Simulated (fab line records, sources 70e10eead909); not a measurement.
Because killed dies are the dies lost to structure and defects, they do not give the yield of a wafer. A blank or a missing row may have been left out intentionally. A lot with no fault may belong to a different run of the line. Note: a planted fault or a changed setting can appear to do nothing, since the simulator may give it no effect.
Matching of chambers / flow nand harc / NHARC_A_M0_STRIP_18 on rie diel-05: 4 sister chambers
The step strips in N2/H2. 20 wafers are shown with their chamber, then 10 later ones without.

WAFERS, EACH WITH ITS CHAMBER
wafer=L077.2; chamber=0; showerhead plenum p Torr (Torr)=2.07; drypump motor current A (A)=5.5; oes product au (a.u.)=0.989
wafer=L077.4; chamber=3; showerhead plenum p Torr (Torr)=2.04; drypump motor current A (A)=6.2; oes product au (a.u.)=0.998
wafer=L077.5; chamber=2; showerhead plenum p Torr (Torr)=2.15; drypump motor current A (A)=5.2; oes product au (a.u.)=1.002
wafer=L081.1; chamber=3; showerhead plenum p Torr (Torr)=2.04; drypump motor current A (A)=6.1; oes product au (a.u.)=0.999
wafer=L081.3; chamber=2; showerhead plenum p Torr (Torr)=2.14; drypump motor current A (A)=5.2; oes product au (a.u.)=1.003
wafer=L081.5; chamber=1; showerhead plenum p Torr (Torr)=2.13; drypump motor current A (A)=5.4; oes product au (a.u.)=1.001
wafer=L083.1; chamber=2; showerhead plenum p Torr (Torr)=2.14; drypump motor current A (A)=5.2; oes product au (a.u.)=0.992
wafer=L083.4; chamber=3; showerhead plenum p Torr (Torr)=2.04; drypump motor current A (A)=6.1; oes product au (a.u.)=1.019
wafer=L083.6; chamber=2; showerhead plenum p Torr (Torr)=2.14; drypump motor current A (A)=5.2; oes product au (a.u.)=0.999
wafer=L084.1; chamber=1; showerhead plenum p Torr (Torr)=2.13; drypump motor current A (A)=5.5; oes product au (a.u.)=1.005
wafer=L084.2; chamber=2; showerhead plenum p Torr (Torr)=2.14; drypump motor current A (A)=5.2; oes product au (a.u.)=0.996
wafer=L084.5; chamber=3; showerhead plenum p Torr (Torr)=2.04; drypump motor current A (A)=6.1; oes product au (a.u.)=1.001
wafer=L079.1; chamber=2; showerhead plenum p Torr (Torr)=2.14; drypump motor current A (A)=5.2; oes product au (a.u.)=1.005
wafer=L079.2; chamber=3; showerhead plenum p Torr (Torr)=2.04; drypump motor current A (A)=6.1; oes product au (a.u.)=1.007
wafer=L079.6; chamber=3; showerhead plenum p Torr (Torr)=2.04; drypump motor current A (A)=6.1; oes product au (a.u.)=1.009
wafer=L086.1; chamber=2; showerhead plenum p Torr (Torr)=2.14; drypump motor current A (A)=5.2; oes product au (a.u.)=0.996
wafer=L086.2; chamber=0; showerhead plenum p Torr (Torr)=2.07; drypump motor current A (A)=5.5; oes product au (a.u.)=0.987
wafer=L086.4; chamber=1; showerhead plenum p Torr (Torr)=2.13; drypump motor current A (A)=5.5; oes product au (a.u.)=0.996
wafer=L088.1; chamber=2; showerhead plenum p Torr (Torr)=2.14; drypump motor current A (A)=5.2; oes product au (a.u.)=0.998
wafer=L088.3; chamber=3; showerhead plenum p Torr (Torr)=2.04; drypump motor current A (A)=6.1; oes product au (a.u.)=1.009

SIGNATURES (means of the wafers above)
reading=showerhead plenum p Torr; chamber 0=2.0700; chamber 1=2.1300; chamber 2=2.1413; chamber 3=2.0400; scatter within a chamber=0.00234
reading=drypump motor current A; chamber 0=5.500; chamber 1=5.467; chamber 2=5.200; chamber 3=6.114; scatter within a chamber=0.0309
reading=oes product au; chamber 0=0.98800; chamber 1=1.00067; chamber 2=0.99887; chamber 3=1.00600; scatter within a chamber=0.00558
Rule: a wafer lies at a distance from a chamber equal to the root of the sum of squares, over the readings, of (its reading less the chamber's mean, divided by the reading's scatter). The wafer belongs to the nearest chamber; if the next one is less than 2 further off, it can't be placed. The scatter is the square root of a quotient: the sum, over the shown wafers, of each reading's squared deviation from its chamber's mean, divided by wafers minus chambers.

WAFERS MISSING THEIR CHAMBER
wafer=L088.4; showerhead plenum p Torr (Torr)=2.13; drypump motor current A (A)=5.5; oes product au (a.u.)=0.999
wafer=L093.1; showerhead plenum p Torr (Torr)=2.07; drypump motor current A (A)=5.5; oes product au (a.u.)=1.000
wafer=L093.3; showerhead plenum p Torr (Torr)=2.13; drypump motor current A (A)=5.5; oes product au (a.u.)=0.997
wafer=L093.4; showerhead plenum p Torr (Torr)=2.04; drypump motor current A (A)=6.1; oes product au (a.u.)=1.013
wafer=L095.2; showerhead plenum p Torr (Torr)=2.13; drypump motor current A (A)=5.5; oes product au (a.u.)=1.006
wafer=L095.4; showerhead plenum p Torr (Torr)=2.04; drypump motor current A (A)=6.1; oes product au (a.u.)=1.015
wafer=L095.6; showerhead plenum p Torr (Torr)=2.13; drypump motor current A (A)=5.5; oes product au (a.u.)=1.003
wafer=L094.1; showerhead plenum p Torr (Torr)=2.04; drypump motor current A (A)=6.1; oes product au (a.u.)=1.014
wafer=L094.2; showerhead plenum p Torr (Torr)=2.13; drypump motor current A (A)=5.4; oes product au (a.u.)=1.000
wafer=L094.5; showerhead plenum p Torr (Torr)=2.14; drypump motor current A (A)=5.2; oes product au (a.u.)=1.003

CHAMBER TAKEN BY EACH
wafer=L088.4; from the rows above=1; in truth=1
wafer=L093.1; from the rows above=0; in truth=0
wafer=L093.3; from the rows above=1; in truth=1
wafer=L093.4; from the rows above=3; in truth=3
wafer=L095.2; from the rows above=1; in truth=1
wafer=L095.4; from the rows above=3; in truth=3
wafer=L095.6; from the rows above=1; in truth=1
wafer=L094.1; from the rows above=3; in truth=3
wafer=L094.2; from the rows above=1; in truth=1
wafer=L094.5; from the rows above=2; in truth=2
10 of 10 placed correctly. Not placeable from these rows: 0. Wrongly placed: 0.
